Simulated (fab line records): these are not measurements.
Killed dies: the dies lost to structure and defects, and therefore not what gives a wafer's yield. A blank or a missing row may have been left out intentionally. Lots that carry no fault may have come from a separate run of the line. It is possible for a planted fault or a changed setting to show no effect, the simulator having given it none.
The tool behind it: which one? :: flow nandHarc :: 14 lots with 42 wafers sampled at 2 steps, on a route of 1302 steps

== WHAT EACH GAUGE READ, for each wafer ==
NHARC_A_SOURCE_PLATE_THK_MEAS_09: measures by ellipsometry. Usual: thkNm reads 9.7 nm (standard deviation 1.1).
lot: L449
measured: day 7 14:58
on: filmMetro-02
thkNm (nm): 8.5 8.4 9.4
flag: 

lot: L450
measured: day 7 20:29
on: filmMetro-01
thkNm (nm): 10.2 12.0 8.7
flag: 

lot: L452
measured: day 8 22:53
on: filmMetro-02
thkNm (nm): 10.3 8.9 11.0
flag: 

lot: L453
measured: day 9 06:00
on: filmMetro-01
thkNm (nm): 8.9 10.9 9.7
flag: 

lot: L454
measured: day 9 20:19
on: filmMetro-02
thkNm (nm): 9.0 11.2 11.3
flag: 

lot: L455
measured: day 10 08:53
on: filmMetro-01
thkNm (nm): 8.8 8.9 8.7
flag: 

lot: L456
measured: day 10 21:41
on: filmMetro-01
thkNm (nm): 9.7 13.2 8.3
flag: 

lot: L457
measured: day 11 02:27
on: filmMetro-02
thkNm (nm): 10.4 7.9 10.3
flag: 

lot: L464
measured: day 13 13:19
on: filmMetro-01
thkNm (nm): 9.4 9.1 9.3
flag: 

lot: L465
measured: day 14 00:55
on: filmMetro-02
thkNm (nm): 9.5 8.1 7.5
flag: 

lot: L466
measured: day 14 15:01
on: filmMetro-01
thkNm (nm): 12.4 9.2 10.0
flag: 

lot: L468
measured: day 15 07:42
on: filmMetro-01
thkNm (nm): 10.4 9.5 9.6
flag: 

lot: L471
measured: day 16 16:37
on: filmMetro-01
thkNm (nm): 8.6 9.1 9.8
flag: 

lot: L470
measured: day 16 16:37
on: filmMetro-01
thkNm (nm): 10.0 11.1 8.8
flag: 

NHARC_A_SOURCE_PLATE_THK_MEAS_06: measures by ellipsometry. Usual: thkNm reads 200.4 nm (standard deviation 1.8).
lot: L449
measured: day 8 04:02
on: filmMetro-02
thkNm (nm): 200.4 200.0 200.6
flag: 

lot: L450
measured: day 8 09:29
on: filmMetro-01
thkNm (nm): 201.7 201.9 200.6
flag: 

lot: L452
measured: day 9 12:00
on: filmMetro-02
thkNm (nm): 201.3 200.2 200.2
flag: 

lot: L453
measured: day 9 18:30
on: filmMetro-01
thkNm (nm): 199.0 199.6 202.0
flag: 

lot: L454
measured: day 10 11:40
on: filmMetro-01
thkNm (nm): 201.3 200.5 201.6
flag: 

lot: L455
measured: day 10 23:28
on: filmMetro-02
thkNm (nm): 202.2 200.7 199.8
flag: 

lot: L456
measured: day 11 10:49
on: filmMetro-01
thkNm (nm): 199.8 200.2 197.4
flag: 

lot: L457
measured: day 11 15:31
on: filmMetro-01
thkNm (nm): 201.6 201.2 201.5
flag: 

lot: L464
measured: day 14 02:22
on: filmMetro-01
thkNm (nm): 202.9 202.6 201.0
flag: 

lot: L465
measured: day 14 14:31
on: filmMetro-02
thkNm (nm): 204.0 201.7 202.7
flag: 

lot: L466
measured: day 15 06:40
on: filmMetro-01
thkNm (nm): 197.5 196.8 200.3
flag: 

lot: L468
measured: day 15 20:43
on: filmMetro-01
thkNm (nm): 199.6 201.0 200.0
flag: 

lot: L471
measured: day 17 05:08
on: filmMetro-01
thkNm (nm): 198.3 197.9 197.9
flag: 

lot: L470
measured: day 17 05:08
on: filmMetro-02
thkNm (nm): 198.2 198.9 198.1
flag: 

== TOOL THAT RAN EACH LOT (tool first, then ch and the chambers of the sampled wafers, then the start) ==
No process step before these readings appears in the record.

== WHAT THE TOOLS THEMSELVES READ (means of the sampled wafers that have a number; where no wafer has one, the mark that the record gives instead) ==
The record holds no such reading with a usual standard deviation.

== THE ANSWER, worked out from the rows above alone ==
Rule: lot off if the mean of its wafers having a number is beyond 3 standard deviations from the usual mean. Also off: a lot with no number at a reading for which 4 or more lots have one. The other lots that the step has rows for count as sound. The gauges are gone through in route order, then the tools' own readings, and for those a lot's mean is taken as printed above. The first step at which some lot is off is used, and at that step the reading that is off furthest; a lot without a number counts as furthest.
No lot is off at any reading shown: from this, nothing can be told.

== WHAT THE SIMULATOR HAD PUT IN ==
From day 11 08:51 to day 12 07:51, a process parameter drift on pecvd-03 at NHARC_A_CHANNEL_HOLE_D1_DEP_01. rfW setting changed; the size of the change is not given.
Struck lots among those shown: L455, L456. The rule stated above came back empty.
